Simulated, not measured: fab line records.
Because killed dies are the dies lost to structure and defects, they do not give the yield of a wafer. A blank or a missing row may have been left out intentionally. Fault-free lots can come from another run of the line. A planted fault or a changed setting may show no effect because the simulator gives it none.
Struck lot and sound lot, side by side / flow n5_finfet / 14 out of 1938 route steps
Sound: these wafers, L581.1, L581.2, L581.6. Wafers struck: L576.2, L576.4, L576.6. The cause comes at the end.
Order at every step that has rows: each side's tool, ch and its chambers, its first start. Under that, the readings that differ: sound wafers / struck wafers / difference of the means / sigmas: that difference in standard deviations of wafers without a fault.
alike: words and numbers the same on both sides, and readings whose means are apart by under 2 such deviations; not compared: readings that were withheld, readings missing a value for some wafer, numbers with overlapping values and no deviation given by the record, and bounds like >300 which may hide the same value.
The two part at a step that has a row with sigmas, a row that says differs or no value, or rows on one side only. Non-overlapping numbers with no deviation appear without sigmas and do not part them. Lack of a reading on every wafer of one side parts them only where that side has two or more wafers.

first, 1 step without rows for these wafers: N5_ZERO_LAYER_HARDBAKE_23 (time 120 s).
N5_ZERO_LAYER_CD_MEAS_11: target cd 2000 nm.
  sound on cd_sem-01 ch 0, day 5 00:38; struck on cd_sem-03 ch 0, day 3 18:46
  alike: cd_nm
N5_ZERO_LAYER_DESCUM_16: chemistry O2, time 7.9 s.
  sound on rie_diel-06 ch 0,1, day 5 00:41; struck on rie_diel-02 ch 0,1,2, day 3 18:52
  alike: drypump_motor_current_A, oes_product_au, rf_vpp_V, showerhead_plenum_p_Torr, throttle_valve_pct
  not compared: rf_hours_counter_h
N5_ZERO_LAYER_ETCH_17: etches SiO2 in CF4, target depth 12 nm, time 13.3 s.
  sound on rie_diel-06 ch 0,1, day 5 00:43; struck on rie_diel-02 ch 0,1,2, day 3 18:55
  alike: drypump_motor_current_A, oes_product_au, rf_vpp_V, showerhead_plenum_p_Torr, throttle_valve_pct
  not compared: rf_hours_counter_h
N5_ZERO_LAYER_ETCH_18: etches Si in HBr/Cl2, target depth 120 nm, time 40 s.
  sound on rie_si-06 ch 0,1,3, day 5 00:47; struck on rie_si-03 ch 0,1,3, day 3 18:59
  alike: drypump_motor_current_A, mfc_cl2_sccm, oes_product_au, throttle_valve_pct
  not compared: rf_hours_counter_h
N5_ZERO_LAYER_STRIP_24: strips in O2.
  sound on plasma_asher-02 ch 0,1, day 5 00:53; struck on plasma_asher-02 ch 1, day 3 19:05
  alike: drypump_motor_current_A, heater_power_w, oes_product_au, strip_time_to_endpoint_s
  not compared: rf_hours_counter_h
then, 1 step without rows for these wafers: N5_ZERO_LAYER_STRIP_19 (strips in SPM, time 900 s).
N5_ZERO_LAYER_INSPECT_20: inspects for defects (darkfield).
  sound: defect_inspect-02 at day 5 01:15; struck: defect_inspect-02 at day 3 19:28
  alike: raw_defect_count
then, 4 steps without rows for these wafers: N5_WELL_APT_HMDS_01 (time 60 s); N5_WELL_APT_COAT_02 (resist thk 950 nm); N5_WELL_APT_EBR_04; N5_WELL_APT_SOFTBAKE_03 (time 60 s).
N5_WELL_APT_EXPOSE_05: exposes mask NWELL, defocus 0 nm, target cd 200 nm.
  struck on krf_scanner-02, day 3 19:44; sound on krf_scanner-02 ch 0, day 5 01:23
  no value came back on the struck wafers for exposure_dose_mJ_cm2, focus_offset_nm (nm); on the sound wafers exposure_dose_mJ_cm2 reads 20.286 20.263 20.318
  alike: mask
then, 1 step without rows for these wafers: N5_WELL_APT_PEB_06 (peb time 90 s).

WHERE THEY PART
Only at N5_WELL_APT_EXPOSE_05, as far as this record shows.

WHY: what had been put in by the simulator
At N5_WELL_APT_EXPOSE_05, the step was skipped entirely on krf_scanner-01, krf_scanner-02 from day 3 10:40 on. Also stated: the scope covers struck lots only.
